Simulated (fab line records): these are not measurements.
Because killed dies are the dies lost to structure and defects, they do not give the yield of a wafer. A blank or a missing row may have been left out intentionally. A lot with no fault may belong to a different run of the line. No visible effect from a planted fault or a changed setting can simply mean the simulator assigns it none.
Chamber matching + flow n5_finfet + N5_MOL_CONTACT_COAG_CONTACT_ETCH_14 on rie_diel-05 has 4 sister chambers
The step etches SiO2 in C4F6/O2, target depth 27.5 nm, overetch 8.5 nm, time 20 s. 4 wafers are shown with their chamber, then 10 later ones without.

## WAFERS, EACH WITH ITS CHAMBER
| wafer  | chamber | throttle_valve_pct (%) |
|--------|---------|------------------------|
| L079.3 | 1       | 20.82                  |
| L090.4 | 3       | 21.21                  |
| L091.1 | 2       | 21.59                  |
| L091.5 | 0       | 21.65                  |

## WAFERS WHOSE CHAMBER IS MISSING
| wafer  | throttle_valve_pct (%) |
|--------|------------------------|
| L091.6 | 21.22                  |
| L092.4 | 21.57                  |
| L092.5 | 21.62                  |
| L092.6 | 21.20                  |
| L095.1 | 21.22                  |
| L095.4 | 20.86                  |
| L095.5 | 21.59                  |
| L097.4 | 21.33                  |
| L097.5 | 21.60                  |
| L097.6 | 20.86                  |

## THE CHAMBER EACH PASSED THROUGH
| wafer  | from the rows above     | in truth                   |
|--------|-------------------------|----------------------------|
| L091.6 | 3                       | 3                          |
| L092.4 | can't be placed: 2 or 0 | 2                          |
| L092.5 | can't be placed: 0 or 2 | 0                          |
| L092.6 | 3                       | 3                          |
| L095.1 | 3                       | 3                          |
| L095.4 | 1                       | 1                          |
| L095.5 | can't be placed: 2 or 0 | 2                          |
| L097.4 | 3                       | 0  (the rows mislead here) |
| L097.5 | can't be placed: 2 or 0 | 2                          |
| L097.6 | 1                       | 1                          |
5 of 10 placed correctly. Unplaceable from these rows: 4, with the true chamber sitting among the candidates in 4. Number placed wrongly: 1.
How it was worked out, from the rows above alone: a wafer's distance from a chamber is the root of the sum, over the readings, of the square of ((its reading less the chamber's mean) divided by the reading's scatter). The wafer belongs to the nearest chamber; if the next one is less than 2 further off, it can't be placed. A chamber's mean is the mean of its shown wafers. The scatter (one wafer shown for each chamber): square how far every hidden wafer sits from the nearest shown wafer, average those squares and take the square root.
